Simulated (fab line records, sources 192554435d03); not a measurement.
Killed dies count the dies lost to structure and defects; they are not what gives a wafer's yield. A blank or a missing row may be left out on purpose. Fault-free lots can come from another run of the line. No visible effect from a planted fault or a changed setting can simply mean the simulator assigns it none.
Which tool did it?    flow n5_finfet    11 lots, 33 wafers sampled, at 4 steps of a route of 1938

== WHAT THE GAUGES SHOWED, per wafer ==
The record holds no reading of a measuring or inspecting step that can be judged against a usual standard deviation.

== TOOL THAT RAN EACH LOT (tool first, then ch and the chambers of the sampled wafers, then the start) ==
lot   N5_BEOL_M4_SPUTTER_92         N5_PASSIVATION_VIA_ETCH_13          N5_PASSIVATION_SPUTTER_20     N5_PASSIVATION_PROBE_49
L303  pvd_sputter-01, day 7 16:45   rie_diel-06 ch 1,3, day 11 22:31    pvd_sputter-03, day 11 23:01  prober-02, day 12 05:05
L307  pvd_sputter-01, day 8 08:48   rie_diel-06 ch 0,1, day 12 16:16    pvd_sputter-03, day 12 17:09  prober-02, day 12 22:47
L306  pvd_sputter-03, day 8 09:56   rie_diel-03 ch 0,3, day 12 16:35    pvd_sputter-01, day 12 17:33  prober-01, day 12 23:40
L311  pvd_sputter-02, day 9 19:58   rie_diel-06 ch 0,3, day 13 23:53    pvd_sputter-03, day 14 00:56  prober-02, day 14 07:20
L312  pvd_sputter-02, day 10 00:01  rie_diel-06 ch 1,3, day 14 04:11    pvd_sputter-02, day 14 04:55  prober-02, day 14 10:52
L313  pvd_sputter-02, day 10 05:47  rie_diel-04 ch 0,2,3, day 14 04:28  pvd_sputter-02, day 14 05:34  prober-01, day 14 11:44
L315  pvd_sputter-02, day 10 21:27  rie_diel-03 ch 0,1,2, day 14 19:51  pvd_sputter-02, day 14 21:13  prober-01, day 15 03:41
L316  pvd_sputter-03, day 11 04:47  rie_diel-06 ch 1,2,3, day 15 05:04  pvd_sputter-03, day 15 05:50  prober-01, day 15 12:02
L318  pvd_sputter-02, day 11 11:36  rie_diel-06 ch 1,2,3, day 15 17:28  pvd_sputter-01, day 15 18:01  prober-01, day 16 00:00
L319  pvd_sputter-02, day 11 13:26  rie_diel-06 ch 1,2,3, day 15 13:29  pvd_sputter-02, day 15 14:10  prober-01, day 15 19:49
L325  pvd_sputter-03, day 13 09:57  rie_diel-04 ch 1,3, day 17 04:56    pvd_sputter-03, day 17 05:32  prober-01, day 17 11:34
- N5_BEOL_M4_SPUTTER_92: material Cu, target thk 4.5 nm, time 8.29 s.
- N5_PASSIVATION_VIA_ETCH_13: etches SiO2 in CHF3/O2, target depth 660 nm, time 330 s.
- N5_PASSIVATION_SPUTTER_20: material TaN, target thk 50 nm.
- N5_PASSIVATION_PROBE_49

== WHAT THE TOOLS THEMSELVES READ (means of the sampled wafers that have a number; where no wafer has one, the mark that the record gives instead) ==
N5_BEOL_M4_SPUTTER_92.
lot   tool            throttle_valve_pct (%)
L303  pvd_sputter-01  30.1
L307  pvd_sputter-01  30.3
L306  pvd_sputter-03  30.1
L311  pvd_sputter-02  30.5
L312  pvd_sputter-02  30.9
L313  pvd_sputter-02  30.4
L315  pvd_sputter-02  30.0
L316  pvd_sputter-03  29.5
L318  pvd_sputter-02  30.8
L319  pvd_sputter-02  30.9
L325  pvd_sputter-03  29.4

N5_PASSIVATION_VIA_ETCH_13.
lot   tool         CHF3_flow_sccm (sccm)  drypump_motor_current_A (A)  etch_rf_on_time_s (s)  oes_ar_750_au (a.u.)  oes_product_au (a.u.)  rf_vpp_V (V)  showerhead_plenum_p_Torr (Torr)  throttle_valve_pct (%)
L303  rie_diel-06  49.90                  6.5                          235                    0.96                  0.87                   545           2.47                             18.62
L307  rie_diel-06  50.06                  6.0                          233                    0.88                  0.79                   522           2.37                             18.87
L306  rie_diel-03  49.90                  6.4                          231                    0.82                  0.73                   507           2.31                             18.76
L311  rie_diel-06  49.98                  6.3                          234                    0.81                  0.72                   518           2.46                             18.98
L312  rie_diel-06  49.98                  6.5                          234                    0.90                  0.82                   545           2.47                             18.65
L313  rie_diel-04  50.21                  5.7                          235                    0.73                  0.66                   531           2.42                             19.05
L315  rie_diel-03  49.87                  6.1                          228                    0.79                  0.70                   522           2.39                             18.75
L316  rie_diel-06  50.23                  5.9                          233                    0.91                  0.81                   532           2.41                             18.67
L318  rie_diel-06  49.86                  5.9                          229                    0.90                  0.81                   531           2.41                             18.69
L319  rie_diel-06  50.04                  5.9                          231                    0.90                  0.82                   530           2.41                             18.68
L325  rie_diel-04  49.97                  6.1                          236                    0.76                  0.69                   537           2.39                             19.30

N5_PASSIVATION_SPUTTER_20.
lot   tool            throttle_valve_pct (%)
L303  pvd_sputter-03  29.9
L307  pvd_sputter-03  29.4
L306  pvd_sputter-01  30.2
L311  pvd_sputter-03  30.0
L312  pvd_sputter-02  31.3
L313  pvd_sputter-02  30.5
L315  pvd_sputter-02  30.9
L316  pvd_sputter-03  29.9
L318  pvd_sputter-01  30.1
L319  pvd_sputter-02  30.5
L325  pvd_sputter-03  30.1

N5_PASSIVATION_PROBE_49.
lot   tool       defect_limited_yield (%)  killed_at_M0_to_M3  killed_at_M4_up  killed_at_contacts  killed_at_front_end  killed_at_other  killed_dies  killed_on_rim  killed_open  killed_short  sort_bin_4_leakage (%)  sort_bin_5_function (%)  sort_bin_6_memory (%)  sort_n_pass  sort_yield_pct (%)
L303  prober-02  90.4                      36                  14               8                   51                   5.0              114          17             67           43            0.03                    5.2                      3.6                    1066         90.3
L307  prober-02  91.8                      37                  11               7                   39                   2.0              97           14             64           29            0.00                    4.4                      3.4                    1083         91.8
L306  prober-01  90.8                      38                  16               8                   45                   1.7              109          17             67           35            0.00                    4.7                      3.8                    1071         90.8
L311  prober-02  90.9                      27                  11               10                  57                   2.0              107          15             69           38            0.00                    5.8                      3.0                    1073         90.9
L312  prober-02  92.1                      31                  6                15                  36                   5.3              93           12             59           34            0.00                    4.3                      3.5                    1087         92.1
L313  prober-01  92.9                      26                  17               9                   29                   2.3              84           10             58           23            0.00                    4.0                      2.9                    1096         92.9
L315  prober-01  92.6                      29                  10               14                  31                   3.0              87           12             62           24            0.00                    4.4                      2.7                    1093         92.6
L316  prober-01  89.8                      45                  15               10                  49                   0.7              120          15             73           44            0.00                    5.9                      4.0                    1060         89.8
L318  prober-01  80.2                      35                  143              7                   48                   0.7              233          23             54           35            0.00                    11.7                     4.3                    947          80.2
L319  prober-01  81.7                      27                  145              8                   37                   0.7              217          19             56           25            0.03                    10.9                     3.9                    963          81.6
L325  prober-01  90.0                      26                  24               15                  46                   7.3              118          16             83           33            0.00                    5.6                      4.0                    1062         90.0

== THE ANSWER, worked out from the rows above alone ==
Rule: the usual values come from the lots themselves. Put in order of their means at a reading, lots are off if they are a third of the lots or fewer, leave a main group of 4 or more, and stand apart from it by a gap of 3 or more times the standard deviation of the main group's means; of several such gaps the widest counts. Not used: any main group whose means are identical at the precision the tables above print for the reading. A lot without any number at a reading at which 4 lots or more have one is off too. All remaining lots with rows at the step are treated as sound. Order of review: gauges by route order, followed by the tools' own readings, for which a lot's mean as printed above is used. The first step at which some lot is off is used, and at that step the reading that is off furthest; a lot without a number counts as furthest.
Off at N5_PASSIVATION_PROBE_49 (killed_at_M4_up): L318, L319. Main group: mean 14, sd 4.8.
If a tool, at that step or one of the process steps before it, ran each lot that is off and ran no sound lot following the first of them, it fits. This does not decide it: 2 tools fit, namely pvd_sputter-02 at N5_BEOL_M4_SPUTTER_92 and rie_diel-06 at N5_PASSIVATION_VIA_ETCH_13.

== WHAT HAD BEEN PUT IN BY THE SIMULATOR ==
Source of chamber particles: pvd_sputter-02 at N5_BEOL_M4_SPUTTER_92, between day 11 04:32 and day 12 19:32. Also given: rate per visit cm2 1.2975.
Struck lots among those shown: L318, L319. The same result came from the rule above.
